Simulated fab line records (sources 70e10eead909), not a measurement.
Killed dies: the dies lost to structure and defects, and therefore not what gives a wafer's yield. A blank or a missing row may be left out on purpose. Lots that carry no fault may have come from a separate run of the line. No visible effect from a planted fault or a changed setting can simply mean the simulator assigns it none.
What tool caused it? + flow nand-harc + 6 lots with 18 wafers sampled at 4 steps, on a route of 1302 steps

WHAT THE GAUGES SHOWED, per wafer
NHARC_P_GATE_CD_MEAS_46: target cd 720 nm.
| lot  | measured     | on        | cd-nm (nm)        |
|------|--------------|-----------|-------------------|
| L112 | day 7 00:49  | cd-sem-03 | 721.7 723.7 721.3 |
| L119 | day 8 11:28  | cd-sem-03 | 707.5 708.0 709.9 |
| L124 | day 10 13:18 | cd-sem-03 | 722.4 718.7 718.1 |
| L131 | day 13 05:03 | cd-sem-01 | 720.7 722.7 720.6 |
| L133 | day 14 10:40 | cd-sem-01 | 720.9 720.9 721.2 |
| L135 | day 15 01:57 | cd-sem-02 | 721.6 721.6 721.6 |

WHAT TOOL EACH LOT RAN ON (gives the tool, then ch and the chambers of the sampled wafers, and finally the start)
| lot  | NHARC_P_GATE_ETCH_104              | NHARC_P_GATE_ALD_36               | NHARC_P_GATE_EXPOSE_43            |
|------|------------------------------------|-----------------------------------|-----------------------------------|
| L112 | rie-diel-03 ch 1,2,3, day 6 13:16  | ald-sin-04 ch 0,1,3, day 6 16:32  | krf-scanner-03 ch 0, day 7 00:40  |
| L119 | rie-diel-01 ch 0,1,2, day 7 23:50  | ald-sin-01 ch 0,2, day 8 02:04    | krf-scanner-04 ch 0, day 8 11:19  |
| L124 | rie-diel-07 ch 0,2, day 10 01:41   | ald-sin-04 ch 0,1,3, day 10 03:53 | krf-scanner-03 ch 0, day 10 13:08 |
| L131 | rie-diel-07 ch 0,2, day 12 17:03   | ald-sin-04 ch 0,2, day 12 18:32   | krf-scanner-03 ch 0, day 13 04:53 |
| L133 | rie-diel-07 ch 0,1,2, day 13 23:01 | ald-sin-04 ch 0,3, day 14 00:11   | krf-scanner-01 ch 0, day 14 10:31 |
| L135 | rie-diel-03 ch 1,2,3, day 14 14:25 | ald-sin-02 ch 1,2,3, day 14 15:35 | krf-scanner-04 ch 0, day 15 01:47 |
- NHARC_P_GATE_ETCH_104: etches the open film in CF4/CHF3, target depth 60 nm.
- NHARC_P_GATE_ALD_36: deposits SiNx, target thk 20 nm, pulse time 60 s, ald cycles 223.
- NHARC_P_GATE_EXPOSE_43: exposes mask P NSD, target cd 720 nm.

THE ANSWER, worked out from the rows above alone
Rule: what is usual is taken from the lots themselves. Put in order of their means at a reading, lots are off if they are a third of the lots or fewer, leave a main group of 4 or more, and stand apart from it by a gap of 3 or more times the standard deviation of the main group's means; of several such gaps the widest counts. The tables above print the reading to a certain number of digits; a main group whose means all agree to those digits is not used. Also off: a lot with no number at a reading for which 4 or more lots have one. Any other lot the step has rows for is counted as sound.
Off: L119 (NHARC_P_GATE_CD_MEAS_46, cd-nm). The main group has a mean of 721.2 nm with a standard deviation of 0.83.
If a tool, at a process step before that reading, ran all the lots that are off and no sound lot after the first of them, it fits. Gauges at NHARC_P_GATE_CD_MEAS_46: tried the same way as those tools. Undecided on this evidence; 2 tools fit (rie-diel-01 at NHARC_P_GATE_ETCH_104, ald-sin-01 at NHARC_P_GATE_ALD_36).

WHAT THE SIMULATOR HAD INSERTED
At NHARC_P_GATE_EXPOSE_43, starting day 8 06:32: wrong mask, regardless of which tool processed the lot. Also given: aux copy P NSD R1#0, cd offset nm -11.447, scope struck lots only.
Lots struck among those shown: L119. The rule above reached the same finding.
